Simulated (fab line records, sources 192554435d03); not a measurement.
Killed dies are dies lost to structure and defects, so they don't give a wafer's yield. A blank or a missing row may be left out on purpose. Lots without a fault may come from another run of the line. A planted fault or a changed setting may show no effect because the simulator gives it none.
Chamber matching | flow n5_finfet | N5_BEOL_M8_STRIP_19 on rie_diel-03: 4 sister chambers
The step strips in O2. 8 wafers are shown with their chamber, then 10 later ones without.

WAFERS WITH THEIR CHAMBER
wafer  | chamber | drypump_motor_current_A (A) | throttle_valve_pct (%)
L082.3 | 3       | 5.9                         | 16.42
L082.5 | 0       | 6.2                         | 16.48
L086.4 | 0       | 6.3                         | 16.50
L086.6 | 3       | 5.9                         | 16.44
L088.5 | 2       | 5.4                         | 16.24
L088.6 | 1       | 6.4                         | 16.74
L089.4 | 2       | 5.4                         | 16.23
L089.5 | 1       | 6.4                         | 16.75

WAFERS WITHOUT THEIR CHAMBER
wafer  | drypump_motor_current_A (A) | throttle_valve_pct (%)
L089.6 | 6.3                         | 16.52
L090.1 | 5.9                         | 16.46
L090.2 | 6.3                         | 16.49
L090.6 | 6.3                         | 16.50
L092.1 | 5.9                         | 16.45
L092.2 | 6.3                         | 16.53
L092.6 | 5.9                         | 16.45
L096.2 | 5.5                         | 16.27
L096.3 | 6.4                         | 16.79
L096.5 | 6.3                         | 16.54

WHICH CHAMBER EACH WENT THROUGH
wafer  | from the rows above | in truth
L089.6 | 0                   | 0
L090.1 | 3                   | 3
L090.2 | 0                   | 0
L090.6 | 0                   | 0
L092.1 | 3                   | 3
L092.2 | 0                   | 0
L092.6 | 3                   | 3
L096.2 | 2                   | 2
L096.3 | 1                   | 1
L096.5 | 0                   | 0
Placed correctly: 10 of 10. Can't be placed from these rows: 0. Placed wrongly: 0.
How it was worked out, from the rows above alone: a wafer's distance from a chamber is the root of the sum, over the readings, of the square of ((its reading less the chamber's mean) divided by the reading's scatter). The wafer belongs to the nearest chamber; if the next one is less than 2 further off, it can't be placed. A chamber's mean is the mean of its shown wafers. The scatter: the root of (the sum of the squares of (reading less its chamber's mean) over the shown wafers, divided by (wafers less chambers)).
